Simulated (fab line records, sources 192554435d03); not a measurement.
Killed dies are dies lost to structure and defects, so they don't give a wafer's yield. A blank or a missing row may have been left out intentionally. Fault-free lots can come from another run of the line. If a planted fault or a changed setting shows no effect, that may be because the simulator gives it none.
Split-lot study / flow n5Finfet / route with 1938 steps; 7 lots, 21 wafers read

== ABOUT THE SPLIT ==
At N5_WELL_APT_EXPOSE_05 (exposes mask NWELL, defocus 0 nm, target cd 200 nm), the setting doseMj was moved away from the recipe's 20.3 on 3 of the 21 wafers read, by +3.3% to +4.2%. All remaining wafers had this setting at the recipe value.

== FROM THE SPLIT TO THE READING: what the file shows between them, 2 steps ==
- N5_WELL_APT_DEVELOP_07: develop time 45 s (also split here: developTimeS)
- N5_WELL_APT_HARDBAKE_12: time 120 s

== THE READING ==
cdNm at N5_WELL_APT_CD_MEAS_08, given in nm (cd target 200 nm). Typical for fault-free wafers on this fab line: 200.1 nm, with standard deviation 1.4 nm.

wafer=L074.4; tool, chamber at the split=krfScanner-02, 0; doseMj as run=20.3; against the recipe=recipe; cdNm, nm=200.4; against lot-mates on the recipe=-
wafer=L074.5; tool, chamber at the split=krfScanner-02, 0; doseMj as run=20.3; against the recipe=recipe; cdNm, nm=200.7; against lot-mates on the recipe=-
wafer=L074.6; tool, chamber at the split=krfScanner-02, 0; doseMj as run=20.3; against the recipe=recipe; cdNm, nm=199.9; against lot-mates on the recipe=-
wafer=L076.2; tool, chamber at the split=krfScanner-02, 0; doseMj as run=20.3; against the recipe=recipe; cdNm, nm=200.1; against lot-mates on the recipe=-
wafer=L076.3; tool, chamber at the split=krfScanner-02, 0; doseMj as run=20.3; against the recipe=recipe; cdNm, nm=200.8; against lot-mates on the recipe=-
wafer=L076.6; tool, chamber at the split=krfScanner-02, 0; doseMj as run=20.3; against the recipe=recipe; cdNm, nm=199.9; against lot-mates on the recipe=-
wafer=L080.3; tool, chamber at the split=krfScanner-02, 0; doseMj as run=20.3; against the recipe=recipe; cdNm, nm=198.6; against lot-mates on the recipe=-
wafer=L080.4; tool, chamber at the split=krfScanner-02, 0; doseMj as run=20.3; against the recipe=recipe; cdNm, nm=200.1; against lot-mates on the recipe=-
wafer=L080.6; tool, chamber at the split=krfScanner-02, 0; doseMj as run=20.3; against the recipe=recipe; cdNm, nm=201.0; against lot-mates on the recipe=-
wafer=L086.1; tool, chamber at the split=krfScanner-01, 0; doseMj as run=21.15; against the recipe=+4.2%; cdNm, nm=206.7; against lot-mates on the recipe=+5.8
wafer=L086.3; tool, chamber at the split=krfScanner-01, 0; doseMj as run=21.15; against the recipe=+4.2%; cdNm, nm=207.0; against lot-mates on the recipe=+6.1
wafer=L086.6; tool, chamber at the split=krfScanner-01, 0; doseMj as run=20.3; against the recipe=recipe; cdNm, nm=200.9; against lot-mates on the recipe=-
wafer=L087.2; tool, chamber at the split=krfScanner-02, 0; doseMj as run=20.3; against the recipe=recipe; cdNm, nm=197.8; against lot-mates on the recipe=-
wafer=L087.5; tool, chamber at the split=krfScanner-02, 0; doseMj as run=20.3; against the recipe=recipe; cdNm, nm=198.4; against lot-mates on the recipe=-
wafer=L087.6; tool, chamber at the split=krfScanner-02, 0; doseMj as run=20.3; against the recipe=recipe; cdNm, nm=199.0; against lot-mates on the recipe=-
wafer=L089.4; tool, chamber at the split=krfScanner-01, 0; doseMj as run=20.3; against the recipe=recipe; cdNm, nm=201.1; against lot-mates on the recipe=-
wafer=L089.5; tool, chamber at the split=krfScanner-01, 0; doseMj as run=20.3; against the recipe=recipe; cdNm, nm=199.8; against lot-mates on the recipe=-
wafer=L089.6; tool, chamber at the split=krfScanner-01, 0; doseMj as run=20.3; against the recipe=recipe; cdNm, nm=201.8; against lot-mates on the recipe=-
wafer=L096.1; tool, chamber at the split=krfScanner-02, 0; doseMj as run=20.3; against the recipe=recipe; cdNm, nm=199.4; against lot-mates on the recipe=-
wafer=L096.2; tool, chamber at the split=krfScanner-02, 0; doseMj as run=20.96; against the recipe=+3.3%; cdNm, nm=205.1; against lot-mates on the recipe=+5.6
wafer=L096.5; tool, chamber at the split=krfScanner-02, 0; doseMj as run=20.3; against the recipe=recipe; cdNm, nm=199.6; against lot-mates on the recipe=-

THE FIT
A straight line over all 21 wafers: cdNm changes by +1.63 nm for each +1% of doseMj; r = +0.92; the points scatter about the line by 0.99 nm.
The same after taking each lot's own level away (the mean of its wafers on the recipe; 21 wafers): +1.49 nm for each +1%; r = +0.96; scatter 0.62 nm.
On that fit, the largest move of doseMj shifts the reading by 6.2 nm.
Across the lots, their own levels run from 198.40 to 200.90 nm, a range of 1.8 times the standard deviation given above.
The two slopes agree, so the slope changes little with the lot-to-lot level.
Check: for one of the wafers moved furthest among these (+4.2%), held out of the fit, the line's prediction against its lot-mates is +6.52 nm. Against them it came out at +5.8 nm.

== THE OTHER SPLITS THESE WAFERS WENT THROUGH ==
Other splits were also applied to these wafers ahead of the reading. Each is held against what the fit with the lots' levels taken away leaves over:
other split on the same wafers=N5_WELL_APT_DEVELOP_07 developTimeS; wafers away from the commonest value=7; r with cdNm (lot level and that fit taken away)=+0.07

== THE WHOLE CHAIN: every reading that the file lists as answering this split, in the file's order ==
step=N5_WELL_APT_CD_MEAS_08; what it does=target cd 200 nm; reading=cdNm; change (the file's fit)=+1.53 nm for each +1% of the setting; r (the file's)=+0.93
step=N5_WELL_APT_DESCUM_13; what it does=chemistry O2, time 7.9 s; reading=WELL_APT.cdNm (the simulator's own value, which no gauge read); change (the file's fit)=+1.59 nm for each +1% of the setting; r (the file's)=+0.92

== FILE'S OWN FIT ==
cdNm changes by +1.53 nm for each +1% of doseMj, r = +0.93.
